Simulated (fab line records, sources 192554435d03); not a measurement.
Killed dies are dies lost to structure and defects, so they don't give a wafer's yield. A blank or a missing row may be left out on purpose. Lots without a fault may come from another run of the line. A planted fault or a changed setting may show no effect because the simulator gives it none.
Chamber matching | flow n5_finfet | N5_BEOL_M1_CO_CAP_55 on cvd_co-02: 3 sister chambers
The step material Co, precursor CCTBA/H2, target thk 2 nm, time 102.1 s. 6 wafers are shown with their chamber, then 12 later ones without.

WAFERS WITH THEIR CHAMBER
wafer  | chamber | heater_power_w (W) | susceptor_temp_C (C)
L089.1 | 0       | 251                | 199.96
L089.2 | 1       | 321                | 199.88
L089.4 | 2       | 227                | 200.09
L092.3 | 1       | 315                | 200.36
L092.5 | 2       | 220                | 199.81
L092.6 | 0       | 262                | 200.12

WAFERS WITHOUT THEIR CHAMBER
wafer  | heater_power_w (W) | susceptor_temp_C (C)
L094.1 | 231                | 200.03
L094.5 | 315                | 199.83
L094.6 | 219                | 199.72
L093.2 | 245                | 200.22
L093.4 | 313                | 199.80
L093.6 | 224                | 199.96
L095.2 | 312                | 200.08
L095.4 | 315                | 200.04
L095.6 | 252                | 200.02
L097.2 | 252                | 200.03
L097.3 | 225                | 199.88
L097.5 | 318                | 200.42

WHICH CHAMBER EACH WENT THROUGH
wafer  | from the rows above     | in truth
L094.1 | 2                       | 2
L094.5 | 1                       | 1
L094.6 | 2                       | 2
L093.2 | can't be placed: 0 or 2 | 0
L093.4 | 1                       | 1
L093.6 | 2                       | 2
L095.2 | 1                       | 1
L095.4 | 1                       | 1
L095.6 | 0                       | 0
L097.2 | 0                       | 0
L097.3 | 2                       | 2
L097.5 | 1                       | 1
Placed correctly: 11 of 12. Can't be placed from these rows: 1 (the true chamber is among the candidates in 1). Placed wrongly: 0.
How it was worked out, from the rows above alone: a wafer's distance from a chamber is the root of the sum, over the readings, of the square of ((its reading less the chamber's mean) divided by the reading's scatter). The wafer belongs to the nearest chamber; if the next one is less than 2 further off, it can't be placed. A chamber's mean is the mean of its shown wafers. The scatter: the root of (the sum of the squares of (reading less its chamber's mean) over the shown wafers, divided by (wafers less chambers)).
